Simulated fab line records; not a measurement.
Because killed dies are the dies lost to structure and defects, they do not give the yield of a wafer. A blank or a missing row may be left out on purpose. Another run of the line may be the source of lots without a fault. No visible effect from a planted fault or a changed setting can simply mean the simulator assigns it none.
Chamber matching ; flow nandHarc ; NHARC_A_M1_DESCUM_14 on rieDiel-08 has 4 sister chambers
The step chemistry O2, time 3 s. 8 wafers are shown with their chamber, then 11 later ones without.

## WAFERS, EACH WITH ITS CHAMBER
wafer;chamber;drypumpMotorCurrentA (A);oesProductAu (a.u.)
L082.4;2;5.3;0.992
L086.1;1;6.8;1.002
L086.2;2;5.4;0.998
L086.4;0;6.2;0.991
L088.1;1;6.8;1.008
L088.3;0;6.1;1.005
L088.4;3;5.2;1.016
L089.2;3;5.1;1.015

## WAFERS WITHOUT THEIR CHAMBER
wafer;drypumpMotorCurrentA (A);oesProductAu (a.u.)
L089.4;6.8;1.009
L089.6;5.3;1.007
L093.2;6.2;0.973
L093.3;5.2;0.993
L093.5;6.2;0.978
L095.1;5.4;1.010
L095.4;6.2;0.975
L095.6;5.1;0.998
L097.2;6.8;0.987
L097.4;5.2;0.998
L097.5;5.4;1.012

## CHAMBER TAKEN BY EACH
wafer;from the rows above;in truth
L089.4;1;1
L089.6;can't be placed: 2 or 3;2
L093.2;0;0
L093.3;can't be placed: 2 or 3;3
L093.5;0;0
L095.1;can't be placed: 2 or 3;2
L095.4;0;0
L095.6;can't be placed: 3 or 2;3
L097.2;1;1
L097.4;can't be placed: 2 or 3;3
L097.5;can't be placed: 2 or 3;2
Correct placement for 5 of the 11. Unplaceable from these rows: 6, with the true chamber sitting among the candidates in 6. Wrongly placed: 0.
How it was worked out, from the rows above alone: a wafer's distance from a chamber is the root of the sum, over the readings, of the square of ((its reading less the chamber's mean) divided by the reading's scatter). The wafer belongs to the nearest chamber; if the next one is less than 2 further off, it can't be placed. For every chamber, the mean is computed from those of its wafers that are shown. The scatter: the root of (the sum of the squares of (reading less its chamber's mean) over the shown wafers, divided by (wafers less chambers)).
